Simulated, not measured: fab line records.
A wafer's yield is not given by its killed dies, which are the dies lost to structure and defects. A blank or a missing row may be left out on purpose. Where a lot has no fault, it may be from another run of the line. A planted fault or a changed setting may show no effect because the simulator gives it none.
A struck lot beside a sound one / flow nand-harc / 41 steps out of a route of 1159
Sound: these wafers, L409.2, L409.3, L409.6. Struck: wafer L421.1 (left out: L421.2, L421.3 of the same lot, which were not struck); the cause appears at the end.
Per side, at each step with rows, come the tool, then ch with its chambers, and then its first start. Under that, the readings that differ: sound wafers / struck wafers / difference of the means / sigmas: that difference in standard deviations of wafers without a fault.
alike: readings whose means differ by less than 2 such deviations, and words and numbers that are the same on both sides. not compared: withheld readings, readings that some wafer has no value for, bounds like >300 that may hide the same value, and numbers for which the record gives no deviation and whose values overlap.
Wherever a step has rows on one side only, a row that says differs or no value, or a row with sigmas, the two part there. When numbers do not overlap yet have no deviation, they are printed without sigmas and do not part them. A reading that every wafer of one side lacks parts them only if that side has two wafers or more.

NHARC_P_M0_CD_MEAS_09: target cd 90 nm.
  sound on cd-sem-01 ch 0, day 6 20:12; struck on cd-sem-02 ch 0, day 10 04:07
  alike: cd-nm
NHARC_P_M0_OVL_MEAS_10: pitch 180 nm.
  sound: overlay-01 at day 6 20:17; struck: overlay-01 at day 10 04:13
  alike: overlay-x-nm, overlay-y-nm
NHARC_P_M0_INSPECT_11:
  sound: defect-inspect-01 at day 6 20:20; struck: defect-inspect-01 at day 10 04:15
reading=raw-defect-count; sound=5 6 5; struck=0; difference=-5; sigmas=-3
then, 3 steps without rows for these wafers: NHARC_P_M0_DESCUM_14 (chemistry O2, time 3 s); NHARC_P_M0_ETCH_34 (etches the open film in N2/H2, target depth 40 nm, overetch 12 nm, time 43.94 s); NHARC_P_M0_ETCH_15 (etches the open film in C4F8/Ar, target depth 150 nm, overetch 15 nm, time 82.5 s).
NHARC_P_M0_CD_MEAS_16:
  sound: cd-sem-02 at day 6 20:42; struck: cd-sem-02 at day 10 04:37
  alike: cd-nm
then, 4 steps without rows for these wafers: NHARC_P_M0_STRIP_18 (strips in N2/H2); NHARC_P_M0_STRIP_19 (strips in post etch residue remover, time 600 s); NHARC_P_M0_DEGAS_28 (time 60 s); NHARC_P_M0_PRE_CLEAN_29 (time 30 s).
NHARC_P_M0_PVD_20: deposits TaN, target thk 5 nm, time 8.06 s.
  sound on pvd-sputter-01; struck on pvd-sputter-01
  alike: throttle-valve-pct
NHARC_P_M0_PVD_21: deposits Cu, target thk 30 nm, time 20.49 s.
  sound: pvd-sputter-01 at day 6 21:43; struck: pvd-sputter-01 at day 10 05:30
  alike: throttle-valve-pct
then, 1 step without rows for these wafers: NHARC_P_M0_ECD_22 (material Cu, target thk 400 nm).
NHARC_P_M0_ANNEAL_30: time 90 s.
  sound on rtp-anneal-01 ch 0, day 6 22:23; struck on rtp-anneal-02 ch 0, day 10 06:00
  alike: wafer_temp_C_max
NHARC_P_M0_CMP_23: polishes, t overpolish 20 s, target thk 117.53 nm.
  sound on cmp-03 ch 0,1,3, day 6 22:44; struck on cmp-01 ch 1, day 10 06:21
  alike: motor-current-A, time-to-endpoint-s
next, for these wafers, 1 step has no rows: NHARC_P_M0_SRD_25.
NHARC_P_M0_INSPECT_27:
  sound: defect-inspect-02 at day 6 23:09; struck: defect-inspect-02 at day 10 06:49
  alike: raw-defect-count
then, 1 step without rows for these wafers: NHARC_P_M0_PRE_CLEAN_31 (time 12 s).
NHARC_P_M0_DEP_32: deposits SiCN, target thk 30 nm.
  sound on pecvd-03 ch 0,2, day 6 23:26; struck on pecvd-02 ch 2, day 10 06:58
  alike: heater-power-w, rf-fwd-power-W
  not compared: since-wet-clean-h
then, 10 steps without rows for these wafers: NHARC_P_M1_DEP_00 (deposits SiOC, target thk 182.5 nm); NHARC_P_M1_DEHYDRATE_01 (time 120 s); NHARC_P_M1_HMDS_02 (time 30 s); NHARC_P_M1_COAT_34 (time 65 s); NHARC_P_M1_COAT_03 (resist thk 90 nm); NHARC_P_M1_SOFTBAKE_04 (time 55 s); NHARC_P_M1_EBR_05; NHARC_P_M1_EXPOSE_06 (exposes mask P M1, target cd 130 nm); NHARC_P_M1_PEB_07 (peb time 65 s); NHARC_P_M1_DEVELOP_08 (develop time 35 s).
NHARC_P_M1_CD_MEAS_09: target cd 130 nm.
  the record has rows for the sound wafers here (cd-sem-02 ch 0, day 7 00:40) and none for the struck ones
NHARC_P_M1_OVL_MEAS_10: pitch 260 nm.
  the record holds rows for the sound wafers here (overlay-01, day 7 00:46) but none for the struck ones
NHARC_P_M1_INSPECT_11:
  the record holds rows for the sound wafers here (defect-inspect-02, day 7 00:48) but none for the struck ones
then, 3 steps without rows for these wafers: NHARC_P_M1_DESCUM_14 (chemistry O2, time 3 s); NHARC_P_M1_ETCH_35 (etches the open film in N2/H2, target depth 40 nm, overetch 12 nm, time 43.94 s); NHARC_P_M1_ETCH_15 (etches the open film in C4F8/Ar, target depth 182.5 nm, time 91.2 s).
NHARC_P_M1_CD_MEAS_16:
  the record holds rows for the sound wafers here (cd-sem-03, day 7 01:14) but none for the struck ones
NHARC_P_M1_STRIP_18: strips in N2/H2.
  the record has rows for the sound wafers here (rie-diel-11 ch 0,3, day 7 01:19) and none for the struck ones
then, 2 steps without rows for these wafers: NHARC_P_M1_ETCH_28 (etches the open film in CF4/N2, target depth 30 nm, time 72.99 s); NHARC_P_M1_STRIP_19 (strips in post etch residue remover, time 600 s).
-- the record jumps here: 14 days lie between the struck wafers' starts before and after (it left off in module P_M1 and takes up again in module END, whose first step shown is number 1159 of the route) --
NHARC_END_SORT_01:
  sound on prober-02 ch 0, day 20 13:37; struck on prober-01 ch 0, day 24 09:01
reading=defect-limited-yield (%); sound=96.5 95.1 95.6; struck=0; difference=-96; sigmas=-56
reading=killed-at-periphery; sound=4 8 6; struck=656; difference=+650; sigmas=+99 or more
reading=killed-dies; sound=24 33 30; struck=677; difference=+648; sigmas=+59
reading=killed-open; sound=6 7 3; struck=0; difference=-5; sigmas=-3
reading=sort_bin_2_pct (%); sound=0.3 1.0 1.6; struck=97.5; difference=+96.5; sigmas=+99 or more
reading=sort-n-pass; sound=653 644 647; struck=0; difference=-648; sigmas=-59
reading=sort-rim-yield-pct (%); sound=92.5 91.5 98.1; struck=0; difference=-94; sigmas=-38
reading=sort-yield-pct (%); sound=96.5 95.1 95.6; struck=0; difference=-96; sigmas=-56
  alike: killed-at-array, killed-at-other, killed-short, sort_bin_3_pct, sort_bin_4_pct

WHERE THEY PART
First at NHARC_P_M0_INSPECT_11; last, within this record, at NHARC_END_SORT_01.

WHY: what had been put in by the simulator
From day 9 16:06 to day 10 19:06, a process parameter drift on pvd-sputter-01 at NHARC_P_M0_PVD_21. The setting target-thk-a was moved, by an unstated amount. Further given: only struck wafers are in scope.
